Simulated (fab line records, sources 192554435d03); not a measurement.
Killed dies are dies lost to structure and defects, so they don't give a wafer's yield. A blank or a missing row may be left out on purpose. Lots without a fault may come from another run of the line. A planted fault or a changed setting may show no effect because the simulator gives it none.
Problem report in the 8D (eight disciplines) form, filled by code | flow n5_finfet | the parts of the form that need people (team, actions taken, sign-off) are left out

1. THE PROBLEM
killed_on_rim at N5_PASSIVATION_PROBE_49 reads a mean of 106 on 6 wafers of 2 lots; wafers without a fault read 12 with a standard deviation of 4.2. That is +22 standard deviations from the usual mean.
First seen on wafer L378.1, day 15 16:39, on prober-02. The record holds 8 wafers of 3 lots with a number at this step. Rule for "out", or "out of limits": more than 4 standard deviations from the usual mean. The other wafers with a number count as sound.

2. WHAT IT IS AND WHAT IT IS NOT
question                    | is                                                                                                 | is not
which readings at this step | killed_on_rim, defect_limited_yield, killed_at_front_end, killed_dies, sort_n_pass, sort_yield_pct | killed_at_M0_to_M3, killed_at_M4_up, killed_at_contacts, killed_at_other, sort_bin_8_speed
which lots                  | L377, L378                                                                                         | L373
which wafers of those lots  | all that have a number                                                                             | -
read on which tools         | prober-02                                                                                          | prober-01
when                        | from day 15 16:39                                                                                  | up to then (2 sound wafers)

3. SUSPECTS, AND WHAT RULES EACH OUT
Counting: a tool at a process step up to the reading stays a suspect if it ran every lot that is out and no sound lot after the first of them.
- ald_sin-04 at N5_SPACER0_ALD_07 (deposits SiNx, target thk 2 nm): kept. It ran every lot that is out, first L377 (day 6 12:49), and no sound lot after that; its last sound lot up to then is L373 (day 5 13:05).
- prober-02 at N5_PASSIVATION_PROBE_49: kept. It ran every lot that is out, first L378 (day 15 16:39), and no sound lot after that. Its own readings are out on those wafers: defect_limited_yield, killed_at_front_end, killed_dies, killed_on_rim, sort_n_pass, sort_yield_pct.
Left after counting: ald_sin-04 at N5_SPACER0_ALD_07, prober-02 at N5_PASSIVATION_PROBE_49.

4. THE CAUSE (what the simulator had put in)
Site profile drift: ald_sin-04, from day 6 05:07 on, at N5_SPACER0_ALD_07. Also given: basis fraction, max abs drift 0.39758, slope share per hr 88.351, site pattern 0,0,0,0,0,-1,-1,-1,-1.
Counting left 2 suspects, and this tool is among them.

5. THE CHAIN OF EFFECTS, in route order
Each row: a reading whose mean over the struck wafers that have a number lies more than 3 standard deviations from the usual. Only readings for which the record gives a usual standard deviation are gone through. hours: the time from each lot's start at the first step in this table that gives one to its start at this step, as a median over the lots. sigmas: the change in usual standard deviations.
hours | step                    | reading              | usual  | on struck wafers | change | sigmas
0     | N5_PASSIVATION_PROBE_49 | defect_limited_yield | 91.8 % | 80.2             | -11.6  | -7.7
0     | N5_PASSIVATION_PROBE_49 | killed_at_front_end  | 36     | 173              | +137   | +11
0     | N5_PASSIVATION_PROBE_49 | killed_dies          | 97     | 234              | +137   | +7.6
0     | N5_PASSIVATION_PROBE_49 | killed_on_rim        | 12     | 106              | +94    | +22
0     | N5_PASSIVATION_PROBE_49 | sort_n_pass          | 1083   | 946              | -137   | -7.6
0     | N5_PASSIVATION_PROBE_49 | sort_yield_pct       | 91.8 % | 80.2             | -11.6  | -7.7
The process steps in it:
- N5_PASSIVATION_PROBE_49

6. WHAT WOULD HAVE CAUGHT IT SOONER
In this record the first reading out of limits was taken at day 15 16:39, 228 hours after the fault began at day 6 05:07.
Of the tool readings at N5_SPACER0_ALD_07 for which the record gives a usual standard deviation, none was out on any struck wafer, so an alarm limit of 4 standard deviations on them would not have fired.
All the lots that are out (2) had begun N5_SPACER0_ALD_07 on ald_sin-04 by day 15 16:39. A hold on the tool at that time would have spared none of them.
